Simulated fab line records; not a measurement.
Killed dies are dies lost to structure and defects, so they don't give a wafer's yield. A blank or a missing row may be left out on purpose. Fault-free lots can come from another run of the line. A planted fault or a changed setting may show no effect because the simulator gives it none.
Matching of chambers + flow nandHarc + NHARC_P_M2_PRE_CLEAN_32 on pecvd-03: 3 sister chambers
The step time 12 s. 24 wafers are shown with their chamber, then 12 later ones without.

WAFERS WITH THEIR CHAMBER
| wafer  | chamber | heaterPowerW (W) | heaterPowerOuterW (W) |
|--------|---------|------------------|-----------------------|
| L074.2 | 2       | 627              | 385                   |
| L074.5 | 1       | 690              | 364                   |
| L074.6 | 2       | 645              | 383                   |
| L078.1 | 2       | 652              | 402                   |
| L078.5 | 1       | 758              | 423                   |
| L078.6 | 0       | 718              | 400                   |
| L076.2 | 1       | 712              | 378                   |
| L076.4 | 0       | 805              | 466                   |
| L076.6 | 2       | 680              | 395                   |
| L079.1 | 2       | 636              | 398                   |
| L079.2 | 0       | 722              | 404                   |
| L079.4 | 0       | 722              | 409                   |
| L082.1 | 0       | 788              | 475                   |
| L082.4 | 2       | 624              | 373                   |
| L082.6 | 0       | 796              | 484                   |
| L084.2 | 2       | 661              | 402                   |
| L084.3 | 0       | 748              | 426                   |
| L084.5 | 0       | 747              | 452                   |
| L085.1 | 1       | 770              | 405                   |
| L085.5 | 2       | 638              | 394                   |
| L085.6 | 1       | 748              | 421                   |
| L086.1 | 1       | 766              | 414                   |
| L086.3 | 2       | 587              | 348                   |
| L086.6 | 2       | 597              | 354                   |

SIGNATURES (averages over the wafers above)
| reading           | chamber 0 | chamber 1 | chamber 2 | scatter within a chamber |
|-------------------|-----------|-----------|-----------|--------------------------|
| heaterPowerW      | 755.75    | 740.67    | 634.70    | 31.8                     |
| heaterPowerOuterW | 439.50    | 400.83    | 383.40    | 26.2                     |
Rule: distance of a wafer from a chamber = root of the sum over the readings of ((wafer's reading minus chamber's mean) / reading's scatter) squared. The wafer belongs to the nearest chamber; if the next one is less than 2 further off, it can't be placed. The scatter: take each reading less its chamber's mean, square it, sum over the shown wafers, divide by the number of wafers less the number of chambers, and take the root.

WAFERS WITHOUT THEIR CHAMBER
| wafer  | heaterPowerW (W) | heaterPowerOuterW (W) |
|--------|------------------|-----------------------|
| L088.1 | 616              | 353                   |
| L088.2 | 633              | 333                   |
| L088.4 | 592              | 362                   |
| L089.1 | 638              | 412                   |
| L089.2 | 758              | 431                   |
| L089.5 | 765              | 432                   |
| L090.1 | 740              | 402                   |
| L090.3 | 813              | 472                   |
| L090.6 | 817              | 470                   |
| L092.1 | 654              | 349                   |
| L092.2 | 655              | 408                   |
| L092.4 | 651              | 402                   |

WHICH CHAMBER EACH ONE RAN IN
| wafer  | from the rows above     | in truth                   |
|--------|-------------------------|----------------------------|
| L088.1 | 2                       | 2                          |
| L088.2 | 2                       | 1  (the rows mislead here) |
| L088.4 | 2                       | 2                          |
| L089.1 | 2                       | 2                          |
| L089.2 | can't be placed: 0 or 1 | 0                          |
| L089.5 | can't be placed: 0 or 1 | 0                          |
| L090.1 | can't be placed: 1 or 0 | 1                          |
| L090.3 | can't be placed: 0 or 1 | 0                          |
| L090.6 | can't be placed: 0 or 1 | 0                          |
| L092.1 | can't be placed: 2 or 1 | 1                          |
| L092.2 | can't be placed: 2 or 1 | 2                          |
| L092.4 | can't be placed: 2 or 1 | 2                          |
Placed correctly: 3 of 12. Not placeable from these rows: 8 (in 8, the candidates include the true chamber). Wrongly placed: 1.
